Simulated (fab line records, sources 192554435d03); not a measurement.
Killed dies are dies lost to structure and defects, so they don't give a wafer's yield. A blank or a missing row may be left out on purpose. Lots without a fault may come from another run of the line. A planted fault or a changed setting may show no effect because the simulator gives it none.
Which tool did it? | flow n5_finfet | 10 lots, 30 wafers sampled, at 5 steps of a route of 1938

WHAT THE GAUGES READ, wafer by wafer
N5_BEOL_M2_INSPECT_13: inspects for defects (brightfield). Usual: raw_defect_count 391, standard deviation 91.
lot  | measured     | on                | raw_defect_count | flag
L496 | day 7 10:37  | defect_inspect-02 | 421 434 423      |
L499 | day 7 23:00  | defect_inspect-02 | 481 360 391      |
L505 | day 9 10:28  | defect_inspect-01 | 383 286 262      |
L507 | day 9 18:32  | defect_inspect-01 | 324 347 384      |
L509 | day 9 22:53  | defect_inspect-01 | 516 483 560      |
L511 | day 10 20:04 | defect_inspect-02 | 379 439 474      |
L513 | day 11 17:19 | defect_inspect-02 | 474 528 426      |
L514 | day 11 22:59 | defect_inspect-02 | 528 510 493      |
L515 | day 12 02:13 | defect_inspect-01 | 396 402 287      |
L516 | day 12 03:30 | defect_inspect-01 | 450 234 350      |

N5_BEOL_M4_RC_MEAS_101. Usual: DIBL_N 36.1 mV/V, standard deviation 1.6; DIBL_P 35.8 mV/V, standard deviation 2; IOFF_N 0.157 nA/um, standard deviation 0.029; IOFF_P 0.21 nA/um, standard deviation 0.034; ION_N 677 uA/um, standard deviation 13; ION_P 465 uA/um, standard deviation 8.1; SS_N 71.3 mV/dec, standard deviation 0.61; SS_P 73.2 mV/dec, standard deviation 0.65; VT_N 249 mV, standard deviation 3.3; VT_P -250 mV, standard deviation 3.2.
lot  | measured     | on        | DIBL_N (mV/V)  | DIBL_P (mV/V)  | IOFF_N (nA/um)    | IOFF_P (nA/um) | ION_N (uA/um) | ION_P (uA/um) | SS_N (mV/dec)  | SS_P (mV/dec)  | VT_N (mV)   | VT_P (mV)      | flag
L496 | day 9 19:17  | prober-02 | 40.0 35.2 35.3 | 39.3 33.5 33.8 | 0.244 0.147 0.142 | 0.29 0.18 0.19 | 701 679 672   | 475 459 459   | 72.2 70.7 71.1 | 74.9 73.0 73.3 | 244 249 251 | -246 -251 -251 |
L499 | day 10 16:06 | prober-02 | 36.2 38.4 38.0 | 36.1 37.5 37.2 | 0.169 0.224 0.212 | 0.23 0.26 0.26 | 684 684 685   | 462 466 470   | 71.8 72.4 72.3 | 73.3 74.9 74.6 | 250 246 244 | -249 -246 -248 |
L505 | day 11 12:04 | prober-02 | 34.5 36.2 36.2 | 35.2 36.6 37.0 | 0.138 0.164 0.176 | 0.19 0.21 0.23 | 680 684 688   | 469 470 476   | 71.0 71.9 71.5 | 72.1 73.2 72.6 | 252 245 245 | -249 -251 -247 |
L507 | day 12 10:01 | prober-01 | 34.9 36.3 35.1 | 34.6 36.4 35.1 | 0.118 0.145 0.135 | 0.14 0.17 0.15 | 650 670 675   | 444 449 459   | 71.2 71.8 71.4 | 73.0 73.2 73.2 | 257 253 252 | -257 -255 -258 |
L509 | day 12 12:54 | prober-01 | 38.0 34.2 36.3 | 38.6 34.1 35.9 | 0.177 0.116 0.141 | 0.21 0.15 0.18 | 685 669 666   | 464 459 455   | 71.6 70.7 71.8 | 73.8 71.3 72.8 | 247 253 254 | -251 -256 -251 |
L511 | day 13 19:41 | prober-01 | 36.0 36.1 35.5 | 36.3 35.9 35.3 | 0.141 0.144 0.136 | 0.21 0.22 0.21 | 678 670 664   | 466 460 463   | 71.5 71.0 71.3 | 74.2 73.0 73.2 | 252 250 253 | -247 -248 -248 |
L513 | day 14 03:41 | prober-01 | 36.5 35.2 34.0 | 35.9 34.7 34.3 | 0.157 0.133 0.127 | 0.23 0.21 0.20 | 671 681 683   | 466 476 477   | 71.4 70.9 71.1 | 72.8 72.9 72.5 | 248 253 251 | -249 -249 -251 |
L514 | day 14 03:45 | prober-02 | 38.4 35.2 35.5 | 38.3 34.8 34.9 | 0.216 0.145 0.156 | 0.26 0.21 0.21 | 694 676 684   | 470 467 465   | 71.6 71.3 71.2 | 73.8 72.8 72.8 | 246 251 251 | -246 -248 -250 |
L515 | day 14 09:38 | prober-02 | 36.3 34.6 37.7 | 36.8 35.0 38.3 | 0.149 0.125 0.171 | 0.21 0.17 0.22 | 681 665 680   | 467 463 469   | 71.3 71.1 71.8 | 72.9 73.0 73.6 | 248 251 250 | -253 -256 -250 |
L516 | day 14 13:03 | prober-02 | 37.0 38.2 36.7 | 38.1 39.0 37.3 | 0.190 0.210 0.182 | 0.24 0.25 0.23 | 696 696 685   | 478 474 468   | 70.9 71.6 71.7 | 74.2 73.7 73.2 | 244 242 248 | -249 -248 -246 |

WHICH TOOL RAN EACH LOT (tool, then ch and the chambers of the sampled wafers, then the start)
lot  | N5_BEOL_M1_DEP_57               | N5_BEOL_M2_DESCUM_16               | N5_BEOL_M2_COAT_67
L496 | pecvd-03 ch 1,2, day 7 07:43    | rie_diel-05 ch 0,1,2, day 7 10:43  | litho_track-04 ch 0, day 7 11:25
L499 | pecvd-04 ch 0,1,2, day 7 21:53  | rie_diel-05 ch 0,2,3, day 7 23:04  | litho_track-02 ch 0, day 7 23:35
L505 | pecvd-03 ch 2, day 9 08:58      | rie_diel-03 ch 1,2,3, day 9 10:29  | litho_track-04 ch 0, day 9 10:58
L507 | pecvd-01 ch 0,1, day 9 17:03    | rie_diel-01 ch 0,1,3, day 9 18:44  | litho_track-04 ch 0, day 9 19:13
L509 | pecvd-04 ch 0,2, day 9 21:58    | rie_diel-03 ch 1,2,3, day 9 22:55  | litho_track-04 ch 0, day 9 23:23
L511 | pecvd-01 ch 1,2, day 10 17:37   | rie_diel-03 ch 0,2,3, day 10 20:06 | litho_track-04 ch 0, day 10 20:34
L513 | pecvd-01 ch 0,1,2, day 11 15:04 | rie_diel-05 ch 0,1,3, day 11 18:28 | litho_track-02 ch 0, day 11 18:59
L514 | pecvd-04 ch 1,2, day 11 21:22   | rie_diel-01 ch 0,2,3, day 11 23:42 | litho_track-01 ch 0, day 12 00:17
L515 | pecvd-03 ch 0,2, day 11 23:46   | rie_diel-01 ch 0,1,3, day 12 04:35 | litho_track-02 ch 0, day 12 07:23
L516 | pecvd-04 ch 1,2, day 12 02:32   | rie_diel-01 ch 1,2,3, day 12 07:02 | litho_track-01 ch 0, day 12 07:43
- N5_BEOL_M1_DEP_57: deposits SiCN from 3MS/NH3, target thk 8 nm, time 14 s.
- N5_BEOL_M2_DESCUM_16: chemistry O2, time 7 s.
- N5_BEOL_M2_COAT_67: time 60 s, resist thk 60 nm.

WHAT THE TOOLS THEMSELVES READ (means of the sampled wafers that have a number; where no wafer has one, the mark that the record gives instead)
N5_BEOL_M1_DEP_57. Usual: showerhead_plenum_p_Torr 3.666 Torr, standard deviation 0.013; throttle_valve_pct 9.1 %, standard deviation 0.64.
lot  | tool     | showerhead_plenum_p_Torr (Torr) | throttle_valve_pct (%) | flag
L496 | pecvd-03 | 3.668                           | 9.5                    |
L499 | pecvd-04 | 3.658                           | 9.2                    |
L505 | pecvd-03 | 3.670                           | 8.6                    |
L507 | pecvd-01 | 3.670                           | 8.5                    |
L509 | pecvd-04 | 3.657                           | 8.9                    |
L511 | pecvd-01 | 3.671                           | 8.3                    |
L513 | pecvd-01 | 3.674                           | 8.4                    |
L514 | pecvd-04 | 3.645                           | 8.9                    |
L515 | pecvd-03 | 3.667                           | 9.1                    |
L516 | pecvd-04 | 3.649                           | 9.0                    |

N5_BEOL_M2_DESCUM_16. Usual: drypump_motor_current_A 5.7 A, standard deviation 0.39; oes_product_au 0.84 a.u., standard deviation 0.084; rf_vpp_V 243.2 V, standard deviation 1.7; showerhead_plenum_p_Torr 2.11 Torr, standard deviation 0.094; throttle_valve_pct 20.42 %, standard deviation 0.24.
lot  | tool        | drypump_motor_current_A (A) | oes_product_au (a.u.) | rf_vpp_V (V) | showerhead_plenum_p_Torr (Torr) | throttle_valve_pct (%) | flag
L496 | rie_diel-05 | 5.6                         | 0.87                  | 242.7        | 2.08                            | 20.47                  |
L499 | rie_diel-05 | 5.5                         | 0.78                  | 243.4        | 2.11                            | 20.62                  |
L505 | rie_diel-03 | 5.8                         | 0.75                  | 243.4        | 2.10                            | 20.53                  |
L507 | rie_diel-01 | 6.0                         | 0.87                  | 242.7        | 2.11                            | 20.48                  |
L509 | rie_diel-03 | 5.8                         | 0.75                  | 243.2        | 2.10                            | 20.54                  |
L511 | rie_diel-03 | 5.9                         | 0.76                  | 243.6        | 2.10                            | 20.41                  |
L513 | rie_diel-05 | 5.5                         | 0.85                  | 241.9        | 2.03                            | 20.51                  |
L514 | rie_diel-01 | 5.8                         | 0.86                  | 243.5        | 2.09                            | 20.35                  |
L515 | rie_diel-01 | 6.0                         | 0.84                  | 242.4        | 2.10                            | 20.50                  |
L516 | rie_diel-01 | 5.8                         | 0.85                  | 243.1        | 2.10                            | 20.41                  |

N5_BEOL_M2_COAT_67. Usual: plate_temp_C 249.99 C, standard deviation 0.18; spin_speed_rpm 1500.0 rpm, standard deviation 0.95.
lot  | tool           | plate_temp_C (C) | spin_speed_rpm (rpm) | flag
L496 | litho_track-04 | 250.10           | 1500.5               |
L499 | litho_track-02 | 250.12           | 1498.5               |
L505 | litho_track-04 | 250.04           | 1500.1               |
L507 | litho_track-04 | 250.02           | 1500.2               |
L509 | litho_track-04 | 250.22           | 1596.7               | OFF
L511 | litho_track-04 | 249.95           | 1595.8               | OFF
L513 | litho_track-02 | 249.92           | 1499.8               |
L514 | litho_track-01 | 249.93           | 1500.6               |
L515 | litho_track-02 | 250.05           | 1500.8               |
L516 | litho_track-01 | 249.92           | 1500.2               |

THE ANSWER, worked out from the rows above alone
Rule: a lot is off if the mean of its wafers that have a number lies more than 3 standard deviations from the usual mean. A lot without any number at a reading at which 4 lots or more have one is off too. The other lots that the step has rows for count as sound. The gauges are gone through in route order, then the tools' own readings, and for those a lot's mean is taken as printed above. The first step at which some lot is off is used, and at that step the reading that is off furthest; a lot without a number counts as furthest.
Off: L509, L511, at N5_BEOL_M2_COAT_67 (spin_speed_rpm).
A tool fits if, at that step or a process step before it, it ran every lot that is off, and no sound lot after the first of them. Can't be told from this: 2 tools fit, rie_diel-03 at N5_BEOL_M2_DESCUM_16, litho_track-04 at N5_BEOL_M2_COAT_67.

WHAT THE SIMULATOR HAD PUT IN
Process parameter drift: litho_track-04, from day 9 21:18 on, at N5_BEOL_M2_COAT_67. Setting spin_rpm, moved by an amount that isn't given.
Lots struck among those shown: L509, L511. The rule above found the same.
